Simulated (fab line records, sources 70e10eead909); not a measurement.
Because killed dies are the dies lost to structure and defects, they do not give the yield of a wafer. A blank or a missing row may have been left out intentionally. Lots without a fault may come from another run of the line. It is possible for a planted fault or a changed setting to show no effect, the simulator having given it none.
Chamber matching | flow nand harc | ald metal-03 running NHARC_A_WL_FILL_ALD_19: 4 sister chambers
The step deposits TiN, target thk 2 nm, pulse time 3 s, ald cycles 100. 4 wafers are shown with their chamber, then 12 later ones without.

EACH WAFER AND ITS CHAMBER
wafer  | chamber | heater power w (W)
L084.5 | 3       | 1023
L088.2 | 0       | 1171
L090.3 | 1       | 1056
L090.5 | 2       | 1011

WAFERS WHOSE CHAMBER IS MISSING
wafer  | heater power w (W)
L091.1 | 1059
L091.2 | 1042
L091.3 | 1160
L091.4 | 1011
L091.5 | 1083
L091.6 | 1207
L093.1 | 1037
L093.3 | 1186
L093.4 | 1182
L095.3 | 1060
L095.5 | 1040
L095.6 | 996

WHICH CHAMBER EACH WENT THROUGH
wafer  | from the rows above          | in truth
L091.1 | can't be placed: 1 or 3      | 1
L091.2 | can't be placed: 1 or 3 or 2 | 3
L091.3 | 0                            | 0
L091.4 | can't be placed: 2 or 3      | 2
L091.5 | can't be placed: 1 or 3      | 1
L091.6 | 0                            | 0
L093.1 | can't be placed: 3 or 1 or 2 | 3
L093.3 | 0                            | 0
L093.4 | 0                            | 0
L095.3 | can't be placed: 1 or 3      | 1
L095.5 | can't be placed: 1 or 3 or 2 | 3
L095.6 | can't be placed: 2 or 3      | 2
4 of 12 placed correctly. These rows do not allow placing 8 (true chamber among the candidates in 8). 0 placed wrongly.
How it was worked out, from the rows above alone: a wafer's distance from a chamber is the root of the sum, over the readings, of the square of ((its reading less the chamber's mean) divided by the reading's scatter). The wafer belongs to the nearest chamber; if the next one is less than 2 further off, it can't be placed. Each chamber's mean is taken over the wafers shown for it. The scatter: with one shown wafer a chamber, the root of the mean of the squares of how far each hidden wafer lies from its nearest shown one.
